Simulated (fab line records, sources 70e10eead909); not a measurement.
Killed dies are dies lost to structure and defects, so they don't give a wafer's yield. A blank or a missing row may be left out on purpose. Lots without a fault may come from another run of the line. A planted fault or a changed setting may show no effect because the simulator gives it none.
A struck lot beside a sound one | flow nand_harc | 37 steps out of a route of 1302
Sound: wafers L137.1, L137.3, L137.6. Struck: wafers L136.2, L136.3. (L136.6 of the same lot was not struck and is left out.) The cause comes at the end.
At each step with rows: each side's tool, then ch and its chambers, then its first start. Under that, the readings that differ: sound wafers | struck wafers | difference of the means | sigmas: that difference in standard deviations of wafers without a fault.
alike: readings whose means differ by less than 2 such deviations, and words and numbers that are the same on both sides. not compared: withheld readings, readings that some wafer has no value for, bounds like >300 that may hide the same value, and numbers for which the record gives no deviation and whose values overlap.
The two part at a step that has a row with sigmas, a row that says differs or no value, or rows on one side only. Numbers that don't overlap but have no deviation are shown without sigmas and don't part them. A reading that every wafer of one side lacks parts them only if that side has two wafers or more.

first, 9 steps without rows for these wafers: NHARC_A_CHANNEL_HOLE_D2_DEP_00 (deposits aC, target thk 3100 nm); NHARC_A_CHANNEL_HOLE_D2_DEP_01 (deposits SiON, target thk 140 nm); NHARC_A_CHANNEL_HOLE_D2_DEHYDRATE_02 (time 120 s); NHARC_A_CHANNEL_HOLE_D2_HMDS_03 (time 30 s); NHARC_A_CHANNEL_HOLE_D2_COAT_36 (time 75 s); NHARC_A_CHANNEL_HOLE_D2_COAT_37 (time 65 s); NHARC_A_CHANNEL_HOLE_D2_COAT_04 (resist thk 90 nm); NHARC_A_CHANNEL_HOLE_D2_SOFTBAKE_05 (time 55 s); NHARC_A_CHANNEL_HOLE_D2_EBR_06.
NHARC_A_CHANNEL_HOLE_D2_EXPOSE_07: exposes mask HOLE D2, target cd 100 nm.
  sound on arfi_scanner-03 ch 0, day 21 04:37; struck on arfi_scanner-02 ch 0, day 20 08:22
  alike: mask
then, 2 steps without rows for these wafers: NHARC_A_CHANNEL_HOLE_D2_PEB_08 (peb time 65 s); NHARC_A_CHANNEL_HOLE_D2_DEVELOP_09 (develop time 35 s).
NHARC_A_CHANNEL_HOLE_D2_CD_MEAS_10: target cd 100 nm.
  sound on cd_sem-03 ch 0, day 21 04:45; struck on cd_sem-02 ch 0, day 20 08:30
  reading    | sound             | struck      | difference | sigmas
  cd_nm (nm) | 100.2 101.1 100.8 | 103.0 103.1 | +2.3       | +5
NHARC_A_CHANNEL_HOLE_D2_DESCUM_15: chemistry O2, time 3 s.
  sound on rie_diel-10 ch 1,2,3, day 21 04:56; struck on rie_diel-10 ch 0,1, day 20 08:41
  reading                            | sound           | struck      | difference | sigmas
  model.A_CHANNEL_HOLE_D2.cd_nm (nm) | 100 100.6 100.8 | 102.7 103.2 | +2.5       |
  alike: drypump_motor_current_A, oes_product_au, rf_vpp_V, showerhead_plenum_p_Torr, throttle_valve_pct
  not compared: rf_hours_counter_h
then, 16 steps without rows for these wafers: NHARC_A_CHANNEL_HOLE_D2_ETCH_38 (etches the open film in CF4, target depth 39 nm, time 65 s); NHARC_A_CHANNEL_HOLE_D2_ETCH_39 (etches the open film in N2/H2, target depth 260 nm, time 325 s); NHARC_A_CHANNEL_HOLE_D2_ETCH_34 (etches the open film in CF4/CHF3, target depth 154 nm, time 77 s); NHARC_A_CHANNEL_HOLE_D2_ETCH_16 (etches the open film in O2/COS, target depth 3100 nm, time 806 s); NHARC_A_CHANNEL_HOLE_D2_ETCH_19 (etches the open film in C4F8/O2/Ar, time 34.5 s); NHARC_A_CHANNEL_HOLE_D2_ETCH_20 (etches the open film in C4F8/O2/Ar, time 361.9 s, target depth 1600 nm); NHARC_A_CHANNEL_HOLE_D2_ETCH_21 (etches the open film in C4F8/O2/Ar, time 514.3 s, target depth 1600 nm); NHARC_A_CHANNEL_HOLE_D2_ETCH_22 (etches the open film in C4F8/O2/Ar, time 666.7 s, target depth 1600 nm); NHARC_A_CHANNEL_HOLE_D2_ETCH_23 (etches the open film in C4F8/O2/Ar, time 819 s, target depth 1600 nm); NHARC_A_CHANNEL_HOLE_D2_ETCH_24 (etches the open film in C4F8/O2/Ar, time 906.2 s, target depth 1500 nm); NHARC_A_CHANNEL_HOLE_D2_ETCH_25 (etches the open film in C4F8/O2/Ar, time 1040.2 s, target depth 1500 nm); NHARC_A_CHANNEL_HOLE_D2_ETCH_26 (etches the open film in C4F8/O2/Ar, time 224.1 s, target depth 300 nm); NHARC_A_CHANNEL_HOLE_D2_ETCH_27 (etches the open film in C4F8/O2/Ar, time 90 s, target depth 400 nm); NHARC_A_CHANNEL_HOLE_D2_STRIP_41 (strips in N2/H2); NHARC_A_CHANNEL_HOLE_D2_STRIP_42 (strips in CF4/CHF3); NHARC_A_CHANNEL_HOLE_D2_STRIP_43 (strips in O2/COS).
NHARC_A_CHANNEL_HOLE_D2_ETCH_44: etches the open film in CF4/O2, target depth 140 nm, overetch 14 nm, time 77 s.
  sound on rie_diel-01 ch 0,3, day 21 16:29; struck on rie_diel-10 ch 0,3, day 20 16:14
  reading                            | sound             | struck     | difference | sigmas
  model.A_CHANNEL_HOLE_D2.cd_nm (nm) | 90.03 92.89 91.59 | 94.5 96.31 | +3.9       |
  alike: drypump_motor_current_A, oes_product_au, rf_vpp_V, showerhead_plenum_p_Torr, throttle_valve_pct
  not compared: rf_hours_counter_h
then, 3 steps without rows for these wafers: NHARC_A_CHANNEL_HOLE_D2_STRIP_28 (strips in O2); NHARC_A_CHANNEL_HOLE_D2_PRECLEAN_29 (cleans in SC1); NHARC_A_CHANNEL_HOLE_D2_SRD_30.
NHARC_A_CHANNEL_HOLE_D2_CD_MEAS_31:
  sound on cd_sem-01, day 21 17:17; struck on cd_sem-02, day 20 17:02
  reading    | sound          | struck    | difference | sigmas
  cd_nm (nm) | 89.9 92.7 91.5 | 93.7 96.2 | +3.6       | +3
NHARC_A_CHANNEL_HOLE_D2_XSEM_32:
  sound on xsem-01 ch 0, day 21 17:22; struck on xsem-01 ch 0, day 20 17:07
  reading        | sound          | struck    | difference | sigmas
  bot_cd_nm (nm) | 74.0 75.6 75.7 | 78.6 80.5 | +4.5       | +3
  bow_nm (nm)    | 7.70 7.67 7.65 | 8.61 8.56 | +0.91      | +3
  alike: tilt_deg
NHARC_END_SORT_01:
  the record has rows for the sound wafers here (prober-01 ch 0, day 32 17:25) and none for the struck ones

WHERE THEY PART
First at NHARC_A_CHANNEL_HOLE_D2_CD_MEAS_10; last, within this record, at NHARC_END_SORT_01.

WHY: what the simulator had put in
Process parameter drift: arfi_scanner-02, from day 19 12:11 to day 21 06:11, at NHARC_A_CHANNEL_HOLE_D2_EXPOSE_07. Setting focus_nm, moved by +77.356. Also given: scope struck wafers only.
